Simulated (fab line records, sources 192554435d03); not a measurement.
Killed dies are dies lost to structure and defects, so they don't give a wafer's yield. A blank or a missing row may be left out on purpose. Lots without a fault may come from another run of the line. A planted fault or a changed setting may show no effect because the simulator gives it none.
A struck lot beside a sound one | flow n5_finfet | 14 steps out of a route of 1938
Sound: wafers L845.1, L845.3, L845.5. Struck: wafer L841.1. (L841.2, L841.6 of the same lot were not struck and are left out.) The cause comes at the end.
At each step with rows: each side's tool, then ch and its chambers, then its first start. Under that, the readings that differ: sound wafers | struck wafers | difference of the means | sigmas: that difference in standard deviations of wafers without a fault.
alike: readings whose means differ by less than 2 such deviations, and words and numbers that are the same on both sides. not compared: withheld readings, readings that some wafer has no value for, bounds like >300 that may hide the same value, and numbers for which the record gives no deviation and whose values overlap.
The two part at a step that has a row with sigmas, a row that says differs or no value, or rows on one side only. Numbers that don't overlap but have no deviation are shown without sigmas and don't part them. A reading that every wafer of one side lacks parts them only if that side has two wafers or more.

N5_BEOL_M5_STRIP_91: strips in N2/H2, time 10 s.
  sound on rie_diel-04 ch 0,1,3; struck on rie_diel-02 ch 1
  reading                        | sound                | struck | difference | sigmas
  chamber_pressure_mTorr (mTorr) | 19.973 20.003 19.978 | 20.030 | +0.045     | +3
  alike: drypump_motor_current_A, oes_product_au, rf_vpp_V, showerhead_plenum_p_Torr, throttle_valve_pct
  not compared: rf_hours_counter_h
N5_BEOL_M5_OCD_MEAS_38:
  sound on ocd-02, day 11 16:11; struck on ocd-01, day 10 10:22
  alike: trench_depth_nm
then, 4 steps without rows for these wafers: N5_BEOL_M5_HM_STRIP_39 (strips TiN in peroxide tin strip, target depth 25 nm, time 158 s); N5_BEOL_M5_SRD_40 (time 30 s); N5_BEOL_M5_PRECLEAN_42 (cleans in residue remover, time 60 s); N5_BEOL_M5_SRD_43 (time 30 s).
N5_BEOL_M5_CD_MEAS_35: target cd 28 nm, target cd y 24 nm.
  sound on cd_sem-01, day 11 16:20; struck on cd_sem-03, day 10 10:32
  alike: cd_nm
N5_BEOL_M5_CURE_80: cures SiCOH lowk, time 120 s.
  sound on uv_cure-03 ch 2, day 11 16:34; struck on uv_cure-01 ch 2, day 10 10:34
  alike: lamp_power_pct, wafer_temp_C_max
N5_BEOL_M5_DEGAS_44: time 60 s.
  sound on pvd_sputter-02, day 11 16:55; struck on pvd_sputter-01, day 10 11:59
  alike: heater_power_w, susceptor_temp_C
then, 2 steps without rows for these wafers: N5_BEOL_M5_PRE_CLEAN_45 (time 30 s); N5_BEOL_M5_ALD_86 (deposits TaN, pulse time 2 s, purge time 3 s, co reactant purge time 2 s).
N5_BEOL_M5_SURFACE_TREAT_87:
  sound on pvd_sputter-01, day 11 17:23; struck on pvd_sputter-01, day 10 12:19
  not compared: throttle_valve_pct
N5_BEOL_M5_CVD_47: deposits Co from CCTBA/H2, target thk 3 nm, time 216 s.
  sound on cvd_co-02 ch 0,1, day 11 17:28; struck on cvd_co-01 ch 1, day 10 12:23
  reading          | sound             | struck | difference | sigmas
  run_length_s (s) | 240.6 239.5 240.3 | 234.7  | -5.4       | -9
  alike: chamber_pressure_Torr
N5_BEOL_M5_SPUTTER_48: material Cu, target thk 15 nm, time 27.62 s.
  sound on pvd_sputter-01, day 11 17:38; struck on pvd_sputter-02, day 10 12:36
  alike: susceptor_temp_C, throttle_valve_pct

WHERE THEY PART
First at N5_BEOL_M5_STRIP_91; last, within this record, at N5_BEOL_M5_CVD_47. Later steps at which nothing parts them and some readings are alike: N5_BEOL_M5_SPUTTER_48.

WHY: what the simulator had put in
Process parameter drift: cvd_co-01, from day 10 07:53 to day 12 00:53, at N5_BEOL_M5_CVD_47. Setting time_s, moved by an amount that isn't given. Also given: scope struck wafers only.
